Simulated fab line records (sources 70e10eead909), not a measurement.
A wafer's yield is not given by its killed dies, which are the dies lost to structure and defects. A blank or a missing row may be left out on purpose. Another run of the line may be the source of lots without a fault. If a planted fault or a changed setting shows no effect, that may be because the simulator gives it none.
fab line records | flow nand-harc
[record] lots = 11 | wafers = 33 | last-day = 24
route steps=1159 shown A_BONDPAD@1093 THIN_TSV@1122 END@1159
lots with no fault: from the same line, run without faults
start-h: hours from the record's opening day to when the first of the lot's shown wafers began | wait-h: how many hours have passed since the lot's step before this one | " the same as in the row above | L1.1+2: a row that stands for several wafers | - no value, or no start was given | * or withheld: withheld | < > ~ a bound
route shown NAME@n: names a module that has steps shown in the file, with the first one's number in the route | usual: mean and standard deviation over wafers with no fault | same: alike in all rows | chamber/n: place in a boat | sites: per-site readings | _std_site: how widely they spread, as a standard deviation | _edge_site: the outer-site mean with the inner-site mean subtracted | radius-mm: how far each site lies from the wafer's centre | mask NAME#n: copy n | behind: the most recent tool/chamber to have shaped the wafer | hold: the reason the lot was held/the length of the hold in hours/how it ended | device: transistor that didn't switch, given as n, p or np | end of line: the tests these same wafers got at the end of their route | a step given without rows: its recipe and nothing more | killed: count of dies lost to structure and defects at first sort (not the wafer's yield) | map: shows each die of a wafer: x if killed, . if not, _ if none is there
set.NAME: the setting that was run; set.NAME@STEP: the one run at that earlier step | model.NAME: the simulator's own value behind a step, which no gauge read
steps of the route over a sample of lots; a table a step, a row a wafer
services: the hour from which a tool's chamber was out of use, counted from the record's first day as start-h (under 0 if before that day), plus the number of hours and why
[[steps]]
[step NHARC_A_BONDPAD_INSPECT_23]
[usual] raw-defect-count = 500/150
lot.wafer | tool              | chamber | start-h | wait-h | raw-defect-count
L887.2    | defect-inspect-02 | -       | 413.60  | 0.0    | 577
L887.5    | "                 | -       | "       | "      | 442
L887.6    | "                 | -       | "       | "      | 354
L886.3    | defect-inspect-01 | -       | 413.98  | 0.0    | 466
L886.4    | "                 | -       | "       | "      | 490
L886.5    | "                 | -       | "       | "      | 458
L885.2    | defect-inspect-02 | -       | 416.70  | 0.0    | 403
L885.3    | "                 | -       | "       | "      | 505
L885.6    | "                 | -       | "       | "      | 310
L891.1    | defect-inspect-02 | -       | 430.65  | 0.0    | 434
L891.5    | "                 | -       | "       | "      | 459
L891.6    | "                 | -       | "       | "      | 473
L888.3    | defect-inspect-02 | -       | 434.89  | 0.0    | 307
L888.5    | "                 | -       | "       | "      | 275
L888.6    | "                 | -       | "       | "      | 284
L896.1    | defect-inspect-01 | -       | 484.20  | 0.0    | 420
L896.5    | "                 | -       | "       | "      | 351
L896.6    | "                 | -       | "       | "      | 500
L897.2    | defect-inspect-01 | -       | 484.58  | 0.0    | 663
L897.3    | "                 | -       | "       | "      | 812
L897.5    | "                 | -       | "       | "      | 798
L904.2    | defect-inspect-02 | -       | 511.94  | 0.0    | 647
L904.3    | "                 | -       | "       | "      | 619
L904.6    | "                 | -       | "       | "      | 598
L903.1    | defect-inspect-02 | -       | 527.30  | 0.0    | 339
L903.4    | "                 | -       | "       | "      | 496
L903.6    | "                 | -       | "       | "      | 552
L905.1    | defect-inspect-01 | -       | 527.59  | 0.0    | 855
L905.3    | "                 | -       | "       | "      | 418
L905.5    | "                 | -       | "       | "      | 472
L906.3    | defect-inspect-02 | -       | 529.99  | 0.0    | 374
L906.5    | "                 | -       | "       | "      | 393
L906.6    | "                 | -       | "       | "      | 421
[step NHARC_THIN_TSV_STRIP_45]
[recipe] power-w = 1500 | temp-c = 250 | chemistry = O2
[usual] drypump-motor-current-A = 5.8/0.46 | heater-power-w = 354/35
lot.wafer | tool            | chamber | start-h | wait-h | drypump-motor-current-A | heater-power-w | rf-hours-counter-h
L887.2    | plasma-asher-02 | 1       | 425.64  | 0.1    | 5.1                     | 299            | 20
L887.6    | "               | 0       | "       | "      | 5.7                     | 343            | -
L887.5    | "               | 1       | "       | "      | 5.1                     | 297            | -
L886.4    | plasma-asher-01 | 0       | 428.04  | 0.2    | 6.5                     | 402            | -
L886.3    | "               | 1       | "       | "      | 5.7                     | 355            | -
L886.5    | "               | 1       | "       | "      | 5.7                     | 365            | -
L885.2    | plasma-asher-01 | 0       | 431.87  | 0.1    | 6.5                     | 414            | 49
L885.3    | "               | 0       | "       | "      | 6.5                     | 403            | -
L885.6    | "               | 1       | "       | "      | 5.8                     | 354            | -
L891.1    | plasma-asher-01 | 0       | 445.51  | 0.1    | 6.5                     | 404            | 55
L891.5    | "               | 0       | "       | "      | 6.5                     | 397            | -
L891.6    | "               | 1       | "       | "      | 5.8                     | 363            | -
L888.3    | plasma-asher-02 | 1       | 446.59  | 0.2    | 5.2                     | 303            | -
L888.6    | "               | 1       | "       | "      | 5.2                     | 304            | -
L888.5    | "               | 0       | "       | "      | 5.7                     | 347            | -
L897.2    | plasma-asher-01 | 0       | 501.33  | 0.1    | 6.5                     | 393            | 10
L897.3    | "               | 1       | "       | "      | 5.8                     | 368            | -
L897.5    | "               | 0       | "       | "      | 6.5                     | 401            | -
L896.1    | plasma-asher-02 | 0       | 502.48  | 0.1    | 5.8                     | 342            | 46
L896.5    | "               | 0       | "       | "      | 5.7                     | 351            | -
L896.6    | "               | 1       | "       | "      | 5.2                     | 303            | -
L904.2    | plasma-asher-01 | 0       | 529.29  | 0.1    | 6.5                     | 394            | 21
L904.3    | "               | 1       | "       | "      | 5.8                     | 363            | -
L904.6    | "               | 1       | "       | "      | 5.8                     | 350            | -
L903.1    | plasma-asher-01 | 0       | 541.65  | 0.9    | 6.5                     | 393            | 27
L903.4    | "               | 0       | "       | "      | 6.5                     | 397            | -
L903.6    | "               | 1       | "       | "      | 5.8                     | 353            | -
L905.1    | plasma-asher-01 | 1       | 542.17  | 0.2    | 5.8                     | 359            | 27
L905.3    | "               | 1       | "       | "      | 5.8                     | 351            | -
L905.5    | "               | 1       | "       | "      | 5.8                     | 354            | -
L906.3    | plasma-asher-01 | 1       | 545.94  | 1.4    | 5.8                     | 357            | -
L906.5    | "               | 0       | "       | "      | 6.5                     | 400            | -
L906.6    | "               | 1       | "       | "      | 5.8                     | 341            | -
[step NHARC_THIN_TSV_DESCUM_35]
[recipe] time-s = 3 | o2-flow-sccm = 200 | ar-flow-sccm = 0 | bias-power-w = 0 | chemistry = O2
[usual] drypump-motor-current-A = 5.7/0.42 | oes-product-au = 1.000/0.0076 | rf-vpp-V = 57.7/0.94 | showerhead-plenum-p-Torr = 1.90/0.074 | throttle-valve-pct = 11.312/0.0098
lot.wafer | tool        | chamber | start-h | wait-h | drypump-motor-current-A | oes-product-au | rf-hours-counter-h | rf-vpp-V | showerhead-plenum-p-Torr | throttle-valve-pct
L887.2    | rie-diel-02 | 0       | 430.66  | -      | 5.5                     | 1.004          | 7                  | 57.8     | 1.80                     | 11.325
L887.5    | "           | 0       | "       | "      | 5.5                     | 1.008          | -                  | 58.7     | 1.80                     | 11.321
L887.6    | "           | 1       | "       | "      | 6.0                     | 0.990          | -                  | 58.0     | 1.81                     | 11.314
L886.3    | rie-diel-06 | 0       | 433.03  | -      | 5.9                     | 0.996          | 1                  | 60.0     | 1.98                     | 11.305
L886.4    | "           | 2       | "       | "      | 5.6                     | 1.003          | 0                  | 57.1     | 2.06                     | 11.317
L886.5    | "           | 3       | "       | "      | 5.0                     | 1.012          | -                  | 57.6     | 1.93                     | 11.306
L885.3    | rie-diel-03 | 0       | 437.05  | -      | 6.1                     | 1.012          | 4                  | 58.0     | 1.98                     | 11.313
L885.2    | "           | 1       | "       | "      | 5.9                     | 0.997          | 3                  | 59.0     | 1.89                     | 11.313
L885.6    | "           | 3       | "       | "      | 5.0                     | 0.998          | -                  | 59.2     | 1.88                     | 11.302
L891.1    | rie-diel-02 | 0       | 450.69  | -      | 5.5                     | 1.008          | 8                  | 56.9     | 1.80                     | 11.311
L891.5    | "           | 0       | "       | "      | 5.5                     | 1.005          | -                  | 56.8     | 1.80                     | 11.320
L891.6    | "           | 1       | "       | "      | 6.0                     | 0.992          | -                  | 58.1     | 1.81                     | 11.298
L888.3    | rie-diel-03 | 1       | 451.70  | -      | 5.8                     | 1.010          | 5                  | 56.7     | 1.89                     | 11.321
L888.5    | "           | 3       | "       | "      | 5.0                     | 0.994          | -                  | 56.8     | 1.88                     | 11.324
L888.6    | "           | 0       | "       | "      | 6.1                     | 0.995          | -                  | 58.5     | 1.98                     | 11.306
L897.2    | rie-diel-03 | 1       | 506.55  | -      | 5.9                     | 0.995          | 10                 | 58.2     | 1.88                     | 11.318
L897.3    | "           | 2       | "       | "      | 5.1                     | 1.009          | 11                 | 58.0     | 1.84                     | 11.307
L897.5    | "           | 0       | "       | "      | 6.1                     | 0.998          | -                  | 58.2     | 1.98                     | 11.306
L896.1    | rie-diel-03 | 1       | 507.42  | -      | 5.8                     | 0.992          | 10                 | 56.8     | 1.88                     | 11.313
L896.6    | "           | 1       | "       | "      | 5.9                     | 0.985          | -                  | 58.8     | 1.88                     | 11.302
L896.5    | "           | 2       | "       | "      | 5.0                     | 0.993          | -                  | 57.2     | 1.84                     | 11.297
L904.2    | rie-diel-03 | 0       | 534.28  | -      | 6.1                     | 1.012          | 14                 | 58.7     | 1.98                     | 11.293
L904.3    | "           | 3       | "       | "      | 5.0                     | 1.001          | 14                 | 58.5     | 1.88                     | 11.300
L904.6    | "           | 0       | "       | "      | 6.0                     | 1.010          | -                  | 59.0     | 1.98                     | 11.306
L903.1    | rie-diel-06 | 2       | 546.77  | -      | 5.6                     | 1.009          | 8                  | 58.0     | 2.06                     | 11.299
L903.4    | "           | 3       | "       | "      | 5.0                     | 0.994          | 9                  | 56.9     | 1.93                     | 11.317
L903.6    | "           | 1       | "       | "      | 6.2                     | 0.996          | -                  | 57.3     | 1.99                     | 11.306
L905.1    | rie-diel-06 | 1       | 547.88  | -      | 6.1                     | 0.990          | 9                  | 56.9     | 1.99                     | 11.306
L905.3    | "           | 0       | "       | "      | 5.9                     | 0.989          | 10                 | 56.6     | 1.98                     | 11.329
L905.5    | "           | 2       | "       | "      | 5.6                     | 0.993          | -                  | 59.5     | 2.06                     | 11.311
L906.3    | rie-diel-02 | 3       | 551.02  | -      | 5.5                     | 1.004          | 3                  | 56.1     | 1.86                     | 11.312
L906.6    | "           | 1       | "       | "      | 6.0                     | 1.013          | -                  | 58.4     | 1.81                     | 11.302
L906.5    | "           | 2       | "       | "      | 6.1                     | 1.001          | -                  | 59.4     | 1.93                     | 11.323
[step NHARC_THIN_TSV_ETCH_59]
[recipe] target-depth-a = 8800 | icp-w = 900 | bias-w = 100 | Cl2_flow_sccm = 60 | bcl3-flow-sccm = 30 | time-s = 138.1 | chemistry = Cl2/BCl3
[usual] drypump-motor-current-A = 5.98/0.19 | oes-product-au = 1.000/0.0076 | run-length-s = 159.3/0.49 | throttle-valve-pct = 22.267/0.0099
lot.wafer | tool         | chamber | start-h | wait-h | drypump-motor-current-A | oes-product-au | rf-hours-counter-h | run-length-s | throttle-valve-pct
L887.2    | rie-metal-03 | 1       | 430.86  | 0.2    | 6.08                    | 1.006          | -                  | 159.3        | 22.269
L887.5    | "            | 1       | "       | "      | 6.07                    | 0.994          | -                  | 159.1        | 22.265
L887.6    | "            | 1       | "       | "      | 6.08                    | 0.997          | -                  | 159.1        | 22.267
L886.4    | rie-metal-03 | 0       | 433.21  | 0.1    | 6.18                    | 0.983          | -                  | 160.3        | 22.262
L886.3    | "            | 1       | "       | "      | 6.08                    | 0.990          | -                  | 159.3        | 22.270
L886.5    | "            | 1       | "       | "      | 6.07                    | 0.988          | -                  | 159.3        | 22.261
L885.2    | rie-metal-01 | 1       | 437.19  | 0.1    | 6.05                    | 0.995          | 3.0                | 159.4        | 22.265
L885.3    | "            | 1       | "       | "      | 6.05                    | 1.001          | -                  | 159.2        | 22.279
L885.6    | "            | 0       | "       | "      | 5.77                    | 0.990          | -                  | 158.7        | 22.274
L891.1    | rie-metal-03 | 1       | 450.81  | 0.1    | 6.10                    | 1.000          | 5.5                | 159.0        | 22.267
L891.6    | "            | 1       | "       | "      | 6.07                    | 0.991          | -                  | 159.1        | 22.278
L891.5    | "            | 0       | "       | "      | 6.20                    | 0.990          | -                  | 160.1        | 22.265
L888.3    | rie-metal-01 | 1       | 451.94  | 0.2    | 6.06                    | 0.999          | -                  | 159.4        | 22.255
L888.6    | "            | 0       | "       | "      | 5.73                    | 0.991          | -                  | 158.4        | 22.263
L888.5    | "            | 1       | "       | "      | 6.07                    | 1.002          | -                  | 159.3        | 22.273
L897.2    | rie-metal-03 | 1       | 506.66  | 0.1    | 6.12                    | 1.001          | 0.7                | 159.3        | 22.275
L897.3    | "            | 0       | "       | "      | 6.20                    | 0.996          | -                  | 178.8        | 22.248
L897.5    | "            | 1       | "       | "      | 6.09                    | 0.998          | -                  | 159.1        | 22.277
L896.1    | rie-metal-01 | 1       | 507.58  | 0.1    | 6.02                    | 1.001          | 4.9                | 159.8        | 22.262
L896.6    | "            | 0       | "       | "      | 5.75                    | 0.997          | -                  | 158.3        | 22.266
L896.5    | "            | 1       | "       | "      | 6.03                    | 1.004          | -                  | 159.5        | 22.263
L904.2    | rie-metal-01 | 0       | 534.44  | 0.2    | 5.76                    | 0.996          | 0.5                | 158.4        | 22.261
L904.3    | "            | 1       | "       | "      | 6.04                    | 0.997          | -                  | 160.1        | 22.251
L904.6    | "            | 1       | "       | "      | 6.07                    | 1.001          | -                  | 159.2        | 22.275
L903.1    | rie-metal-01 | 0       | 546.92  | 0.1    | 5.76                    | 0.996          | 0.8                | 158.5        | 22.271
L903.4    | "            | 0       | "       | "      | 5.77                    | 1.014          | -                  | 159.0        | 22.272
L903.6    | "            | 0       | "       | "      | 5.76                    | 1.003          | -                  | 158.5        | 22.268
L905.1    | rie-metal-02 | 1       | 548.05  | 0.2    | 5.63                    | 0.994          | 4.2                | 159.4        | 22.277
L905.3    | "            | 0       | "       | "      | 5.92                    | 0.995          | -                  | 159.8        | 22.268
L905.5    | "            | 1       | "       | "      | 5.64                    | 0.996          | -                  | 159.5        | 22.266
L906.3    | rie-metal-01 | 0       | 551.22  | 0.2    | 5.75                    | 0.992          | -                  | 158.8        | 22.271
L906.5    | "            | 1       | "       | "      | 6.06                    | 0.997          | -                  | 159.7        | 22.269
L906.6    | "            | 0       | "       | "      | 5.75                    | 0.995          | -                  | 158.8        | 22.266
[step NHARC_END_SORT_01]
[recipe] temp-c = 25
[usual] defect-limited-yield = 95.8/1.2 | killed-at-array = 24/7.4 | killed-at-other = 0.5/0.81 | killed-at-periphery = 3.4/2.3 | killed-dies = 28/8 | killed-open = 3.4/1.8 | killed-short = 2.0/1.4 | sort_bin_2_pct = 1.3/0.54 | sort_bin_3_pct = 0.23/0.2 | sort_bin_4_pct = 2.7/0.77 | sort-n-pass = 649/8 | sort-rim-yield-pct = 94.2/2.7 | sort-yield-pct = 95.8/1.2
[same] gross-dies = 677 | sort_bin_5_pct[%] = 0 | sort_bin_6_pct[%] = 0 | sort_bin_7_pct[%] = 0 | sort_bin_8_pct[%] = 0 | sort-rim-n-gross = 106.00
lot.wafer | tool      | chamber | start-h | wait-h | defect-limited-yield[%] | killed-at-array | killed-at-other | killed-at-periphery | killed-dies | killed-open | killed-short | sort_bin_2_pct[%] | sort_bin_3_pct[%] | sort_bin_4_pct[%] | sort-n-pass | sort-rim-yield-pct[%] | sort-yield-pct[%]
L897.2    | prober-02 | 0       | 517.92  | 2.8    | 96.6                    | 17              | 1               | 5                   | 23          | 2           | 1            | 0.9               | 0.15              | 2.4               | 654         | 98.1                  | 96.6
L897.3    | prober-02 | 0       | 518.70  | 3.1    | 96.5                    | 15              | 0               | 9                   | 24          | 5           | 1            | 1.5               | 0.30              | 1.8               | 653         | 97.2                  | 96.5
L897.5    | prober-02 | 0       | 520.26  | 3.6    | 96.3                    | 20              | 2               | 3                   | 25          | 5           | 4            | 1.3               | 0.30              | 2.1               | 652         | 96.2                  | 96.3
L904.2    | prober-02 | 0       | 547.02  | 2.8    | 93.6                    | 34              | 0               | 9                   | 43          | 3           | 2            | 0.7               | 1.18              | 4.4               | 634         | 91.5                  | 93.6
L904.3    | prober-02 | 0       | 547.81  | 3.1    | 95.0                    | 28              | 0               | 6                   | 34          | 4           | 3            | 1.8               | 0.59              | 2.7               | 643         | 88.7                  | 95.0
L904.6    | prober-02 | 0       | 550.20  | 4.0    | 95.7                    | 22              | 0               | 7                   | 29          | 3           | 0            | 1.9               | 0.15              | 2.2               | 648         | 93.4                  | 95.7
L906.3    | prober-01 | 0       | 571.06  | 3.1    | 95.6                    | 25              | 0               | 5                   | 30          | 4           | 2            | 1.3               | 0.30              | 2.8               | 647         | 89.6                  | 95.6
L906.5    | prober-01 | 0       | 572.68  | 3.7    | 93.9                    | 32              | 0               | 9                   | 41          | 6           | 3            | 1.9               | 0.59              | 3.5               | 636         | 91.5                  | 93.9
L906.6    | prober-01 | 0       | 573.49  | 4.0    | 95.6                    | 28              | 0               | 2                   | 30          | 3           | 2            | 0.9               | 0                 | 3.5               | 647         | 96.2                  | 95.6
// killed by level:class
L897.2 A_WL_FILL:chamber-film-flake=5 P_ZERO_WELL:chamber-film-flake=4 A_CHANNEL_HOLE_D1:chamber-film-flake=4 A_STAIRCASE:chamber-film-flake=2 A_CONTACT:chamber-film-flake=2 A_ONON_D1:geometric-particle:open=1 A_WL_FILL:geometric-particle:short=1 A_BLC:geometric-particle:open=1
L897.3 P_ZERO_WELL:chamber-film-flake=5 A_CHANNEL_HOLE_D1:chamber-film-flake=5 A_WL_FILL:chamber-film-flake=3 P_M1:chamber-film-flake=2 A_STAIRCASE:chamber-film-flake=2 P_CONTACT:geometric-particle:open=1 A_ONON_D1:geometric-particle:open=1 A_CHANNEL_FILL_D1:geometric-particle:open=1
L897.5 A_CHANNEL_HOLE_D1:chamber-film-flake=4 A_STAIRCASE:chamber-film-flake=4 A_CONTACT:geometric-particle:open=3 P_ZERO_WELL:chamber-film-flake=3 A_WL_FILL:chamber-film-flake=3 A_STAIRCASE:geometric-particle:short=1 A_SGD_CUT:geometric-particle:short=1 A_SLIT:geometric-particle:open=1
L904.2 A_CHANNEL_HOLE_D1:chamber-film-flake=15 P_GATE:chamber-film-flake=8 A_SLIT:chamber-film-flake=6 A_CONTACT:chamber-film-flake=5 A_STAIRCASE:chamber-film-flake=3 P_M0:geometric-particle:open=1 A_SOURCE_PLATE:geometric-particle:short=1 A_ONON_D1:geometric-particle:short=1
L904.3 A_SLIT:chamber-film-flake=8 A_CHANNEL_HOLE_D1:chamber-film-flake=7 P_GATE:chamber-film-flake=4 A_STAIRCASE:chamber-film-flake=4 A_CONTACT:chamber-film-flake=4 A_ONON_D1:geometric-particle:short=2 P_CONTACT:geometric-particle:short=1 P_M0:geometric-particle:open=1
L904.6 A_SLIT:chamber-film-flake=8 A_CONTACT:chamber-film-flake=5 A_CHANNEL_HOLE_D1:chamber-film-flake=4 P_STI:chamber-film-flake=3 A_STAIRCASE:chamber-film-flake=3 P_GATE:chamber-film-flake=2 P_CONTACT:geometric-particle:open=1 P_M2:geometric-particle:open=1
L906.3 A_SLIT:chamber-film-flake=10 A_CHANNEL_HOLE_D1:chamber-film-flake=5 A_CONTACT:chamber-film-flake=5 A_CONTACT:geometric-particle:open=2 A_STAIRCASE:chamber-film-flake=2 P_CONTACT:geometric-particle:short=1 P_M0:geometric-particle:open=1 P_M0:geometric-particle:short=1
L906.5 A_SLIT:chamber-film-flake=11 P_M2:chamber-film-flake=6 A_CHANNEL_HOLE_D1:chamber-film-flake=5 A_STAIRCASE:chamber-film-flake=4 A_CONTACT:chamber-film-flake=4 P_M0:geometric-particle:open=2 A_CONTACT:geometric-particle:open=2 A_WL_FILL:chamber-film-flake=2
L906.6 A_SLIT:chamber-film-flake=14 A_CHANNEL_HOLE_D1:chamber-film-flake=4 A_CONTACT:chamber-film-flake=3 A_STAIRCASE:chamber-film-flake=2 P_M0:geometric-particle:open=1 A_SOURCE_PLATE:geometric-particle:open=1 A_CHANNEL_HOLE_D1:geometric-particle:short=1 A_CONTACT:geometric-particle:short=1
[[services]]
tool            | chamber | start-h | hours | kind
rie-metal-02    | 1       | 404.98  | 17.1  | repair
rie-metal-01    | 0       | 412.54  | 4.8   | repair
rie-metal-03    | 0       | 414.92  | 17.5  | repair
rie-diel-06     | -       | 418.20  | 9.0   | pm
rie-diel-03     | 0       | 426.02  | -     | clean
rie-diel-03     | 1       | 426.02  | -     | clean
rie-diel-06     | 2       | 441.79  | 7.6   | repair
plasma-asher-01 | -       | 453.00  | 9.0   | pm
plasma-asher-01 | 0       | 453.00  | 9.0   | vent-cycle
plasma-asher-01 | 1       | 453.00  | 9.0   | vent-cycle
rie-metal-03    | -       | 453.00  | 9.0   | pm
plasma-asher-01 | 0       | 462.00  | -     | clean
plasma-asher-01 | 1       | 462.00  | -     | clean
rie-diel-03     | 2       | 471.40  | 2.2   | repair
rie-diel-03     | 1       | 483.38  | 5.1   | repair
rie-diel-02     | 2       | 490.50  | 7.8   | repair
rie-diel-02     | -       | 504.77  | 9.0   | pm
rie-metal-01    | -       | 509.00  | 9.0   | pm
rie-metal-01    | 0       | 509.00  | 9.0   | vent-cycle
rie-metal-01    | 1       | 509.00  | 9.0   | vent-cycle
plasma-asher-02 | -       | 511.46  | 0.5   | repair
rie-metal-01    | 0       | 518.00  | -     | clean
rie-metal-01    | 1       | 518.00  | -     | clean
plasma-asher-02 | -       | 537.00  | 9.0   | pm
[[key]]
[first-sign] step = NHARC_THIN_TSV_ETCH_59 | reading = run-length-s | direction = up | sigmas = 39 | usual = * | struck = *
effect none on later readings
met-at NHARC_THIN_TSV_ETCH_59
struck-lots L897
struck-wafers L897.3
not-acting-at NHARC_A_BONDPAD_INSPECT_23,NHARC_THIN_TSV_STRIP_45,NHARC_THIN_TSV_DESCUM_35
onset-between 450.81 506.66
[fault] kind = process-parameter-drift | tool = rie-metal-03 | chamber = 0 | onset-h = 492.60 | steps = NHARC_THIN_TSV_ETCH_59 | channel = time-s | offset = * | shape = step | end-h = 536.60 | acts-in = * | stated = *
